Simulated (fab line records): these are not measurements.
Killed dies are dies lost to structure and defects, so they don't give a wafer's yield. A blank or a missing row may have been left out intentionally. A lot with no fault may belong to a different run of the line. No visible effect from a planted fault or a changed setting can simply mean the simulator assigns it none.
Split-lot study :: flow n5_finfet :: route with 1938 steps; 7 lots, 21 wafers read

THE SPLIT
At N5_BEOL_M2_DEP_57 (deposits SiCN from 3MS/NH3, target thk 8 nm, time 14 s), the setting time_s was moved away from the recipe's 14 s on 4 of the 21 wafers read, by -10.7% to +9.5%. The other wafers ran this setting at the recipe's value.

The split's own step is where the reading is taken.

THE READING
SiCN_of_BEOL_M2_DEP_57.thk_nm (the simulator's own value, which no gauge read), in nm, at N5_BEOL_M2_DEP_57 (deposits SiCN from 3MS/NH3, target thk 8 nm, time 14 s). There is no usual value for it anywhere in the file. Here, 17 wafers ran the recipe; their average is 7.9 nm with a standard deviation of 0.14 nm.

wafer: L074.1
tool, chamber at the split: pecvd-02, 2
time_s as run, s: 14
against the recipe: recipe
SiCN_of_BEOL_M2_DEP_57.thk_nm, nm: 8
against lot-mates on the recipe: -

wafer: L074.5
tool, chamber at the split: pecvd-02, 1
time_s as run, s: 14
against the recipe: recipe
SiCN_of_BEOL_M2_DEP_57.thk_nm, nm: 7.8
against lot-mates on the recipe: -

wafer: L074.6
tool, chamber at the split: pecvd-02, 0
time_s as run, s: 12.5
against the recipe: -10.7%
SiCN_of_BEOL_M2_DEP_57.thk_nm, nm: 7.2
against lot-mates on the recipe: -0.7

wafer: L077.1
tool, chamber at the split: pecvd-02, 2,1
time_s as run, s: 14
against the recipe: recipe
SiCN_of_BEOL_M2_DEP_57.thk_nm, nm: 8
against lot-mates on the recipe: -

wafer: L077.2
tool, chamber at the split: pecvd-02, 2,1
time_s as run, s: 14
against the recipe: recipe
SiCN_of_BEOL_M2_DEP_57.thk_nm, nm: 8
against lot-mates on the recipe: -

wafer: L077.3
tool, chamber at the split: pecvd-02, 0
time_s as run, s: 14
against the recipe: recipe
SiCN_of_BEOL_M2_DEP_57.thk_nm, nm: 7.8
against lot-mates on the recipe: -

wafer: L082.1
tool, chamber at the split: pecvd-04, 2
time_s as run, s: 14
against the recipe: recipe
SiCN_of_BEOL_M2_DEP_57.thk_nm, nm: 7.8
against lot-mates on the recipe: -

wafer: L082.4
tool, chamber at the split: pecvd-04, 1,2
time_s as run, s: 14
against the recipe: recipe
SiCN_of_BEOL_M2_DEP_57.thk_nm, nm: 8
against lot-mates on the recipe: -

wafer: L082.5
tool, chamber at the split: pecvd-04, 1,2
time_s as run, s: 14
against the recipe: recipe
SiCN_of_BEOL_M2_DEP_57.thk_nm, nm: 8
against lot-mates on the recipe: -

wafer: L083.3
tool, chamber at the split: pecvd-02, 1,2,1
time_s as run, s: 14
against the recipe: recipe
SiCN_of_BEOL_M2_DEP_57.thk_nm, nm: 8
against lot-mates on the recipe: -

wafer: L083.4
tool, chamber at the split: pecvd-02, 1,2,1
time_s as run, s: 14
against the recipe: recipe
SiCN_of_BEOL_M2_DEP_57.thk_nm, nm: 8
against lot-mates on the recipe: -

wafer: L083.6
tool, chamber at the split: pecvd-02, 1,2,1
time_s as run, s: 14
against the recipe: recipe
SiCN_of_BEOL_M2_DEP_57.thk_nm, nm: 8
against lot-mates on the recipe: -

wafer: L091.1
tool, chamber at the split: pecvd-04, 1
time_s as run, s: 15.33
against the recipe: +9.5%
SiCN_of_BEOL_M2_DEP_57.thk_nm, nm: 8.6
against lot-mates on the recipe: +0.5

wafer: L091.2
tool, chamber at the split: pecvd-04, 2
time_s as run, s: 14
against the recipe: recipe
SiCN_of_BEOL_M2_DEP_57.thk_nm, nm: 8
against lot-mates on the recipe: -

wafer: L091.4
tool, chamber at the split: pecvd-04, 2
time_s as run, s: 14
against the recipe: recipe
SiCN_of_BEOL_M2_DEP_57.thk_nm, nm: 8.2
against lot-mates on the recipe: -

wafer: L092.2
tool, chamber at the split: pecvd-02, 0
time_s as run, s: 12.51
against the recipe: -10.6%
SiCN_of_BEOL_M2_DEP_57.thk_nm, nm: 7
against lot-mates on the recipe: -1.0

wafer: L092.6
tool, chamber at the split: pecvd-02, 0
time_s as run, s: 12.51
against the recipe: -10.6%
SiCN_of_BEOL_M2_DEP_57.thk_nm, nm: 7
against lot-mates on the recipe: -1.0

wafer: L092.5
tool, chamber at the split: pecvd-02, 1
time_s as run, s: 14
against the recipe: recipe
SiCN_of_BEOL_M2_DEP_57.thk_nm, nm: 8
against lot-mates on the recipe: -

wafer: L094.1
tool, chamber at the split: pecvd-04, 1,0
time_s as run, s: 14
against the recipe: recipe
SiCN_of_BEOL_M2_DEP_57.thk_nm, nm: 7.8
against lot-mates on the recipe: -

wafer: L094.5
tool, chamber at the split: pecvd-04, 1,0
time_s as run, s: 14
against the recipe: recipe
SiCN_of_BEOL_M2_DEP_57.thk_nm, nm: 7.8
against lot-mates on the recipe: -

wafer: L094.3
tool, chamber at the split: pecvd-04, 0
time_s as run, s: 14
against the recipe: recipe
SiCN_of_BEOL_M2_DEP_57.thk_nm, nm: 7.6
against lot-mates on the recipe: -
When a row names more than one chamber, that row covers several wafers, and the file does not tell which wafer ran in which chamber.

FIT RESULTS
A straight line over all 21 wafers: SiCN_of_BEOL_M2_DEP_57.thk_nm changes by +0.0783 nm for each +1% of time_s; r = +0.94; the points scatter about the line by 0.14 nm.
The same after taking each lot's own level away (the mean of its wafers on the recipe; 21 wafers): +0.0765 nm for each +1%; r = +0.95; scatter 0.11 nm.
On that fit, the largest move of time_s shifts the reading by 0.82 nm.
Measured against the standard deviation above, the lots' own levels, which go from 7.73 to 8.10 nm, span 2.7 times it.
Consequently the slope shifts little with the lot-to-lot level, the two slopes agreeing.
Check: with one of the wafers moved furthest among these (-10.7%) left out of the fit, the line predicts -0.897 nm for it against its lot-mates. It came out at -0.7 nm against them.

OTHER SPLITS ON THESE WAFERS
Before the reading, these wafers also passed through other splits. Each is held against what the fit with the lots' levels taken away leaves over:
other split on the same wafers: N5_BEOL_M2_COAT_05 spin_rpm
wafers away from the commonest value: 6
r with SiCN_of_BEOL_M2_DEP_57.thk_nm (lot level and that fit taken away): -0.13

THE FILE'S OWN FIT
SiCN_of_BEOL_M2_DEP_57.thk_nm changes by +0.0719 nm for each +1% of time_s, r = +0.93.
